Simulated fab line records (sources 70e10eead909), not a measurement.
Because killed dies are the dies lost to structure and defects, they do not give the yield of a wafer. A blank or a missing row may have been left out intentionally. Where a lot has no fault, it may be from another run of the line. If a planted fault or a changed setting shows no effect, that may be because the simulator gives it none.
Matching of chambers	flow nand-harc	NHARC_A_STAIRCASE_DESCUM_219 on rie-diel-02 has 4 sister chambers
The step chemistry O2, time 3 s. 14 wafers are shown with their chamber, then 7 later ones without.

EACH WAFER AND ITS CHAMBER
wafer	chamber	showerhead-plenum-p-Torr (Torr)	drypump-motor-current-A (A)	oes-product-au (a.u.)
L074.1	3	1.92	6.2	1.005
L074.2	2	1.83	5.9	0.993
L074.3	0	1.93	5.1	1.011
L077.1	3	1.92	6.2	1.012
L077.3	0	1.92	5.1	1.004
L077.4	2	1.83	5.9	0.993
L080.1	1	1.98	6.0	0.993
L080.5	0	1.92	5.0	0.999
L080.6	1	1.98	6.0	0.979
L087.1	0	1.92	5.0	0.995
L087.3	2	1.83	5.9	0.982
L087.5	3	1.91	6.2	1.013
L090.1	2	1.83	5.9	0.987
L090.4	3	1.91	6.1	0.999

SIGNATURES (means of the wafers above)
reading	chamber 0	chamber 1	chamber 2	chamber 3	scatter within a chamber
showerhead-plenum-p-Torr	1.9225	1.9800	1.8300	1.9150	0.00418
drypump-motor-current-A	5.050	6.000	5.900	6.175	0.0418
oes-product-au	1.00225	0.98600	0.98875	1.00725	0.00674
Rule: a wafer's distance from a chamber is the root of the sum, over the readings, of the square of ((its reading less the chamber's mean) divided by the reading's scatter). If the next closest chamber is less than 2 further off than the closest, the wafer can't be placed; otherwise it belongs to the closest. The scatter: take each reading less its chamber's mean, square it, sum over the shown wafers, divide by the number of wafers less the number of chambers, and take the root.

WAFERS WHOSE CHAMBER IS MISSING
wafer	showerhead-plenum-p-Torr (Torr)	drypump-motor-current-A (A)	oes-product-au (a.u.)
L090.6	1.98	6.0	0.992
L089.1	1.91	6.2	1.006
L089.3	1.98	6.0	1.000
L089.6	1.83	5.9	0.996
L094.2	1.82	5.9	0.986
L094.4	1.91	6.2	1.015
L094.5	1.82	5.9	0.987

EACH ONE'S CHAMBER
wafer	from the rows above	in truth
L090.6	1	1
L089.1	3	3
L089.3	1	1
L089.6	2	2
L094.2	2	2
L094.4	3	3
L094.5	2	2
7 of 7 placed correctly. From these rows, 0 cannot be placed. Wrongly placed: 0.
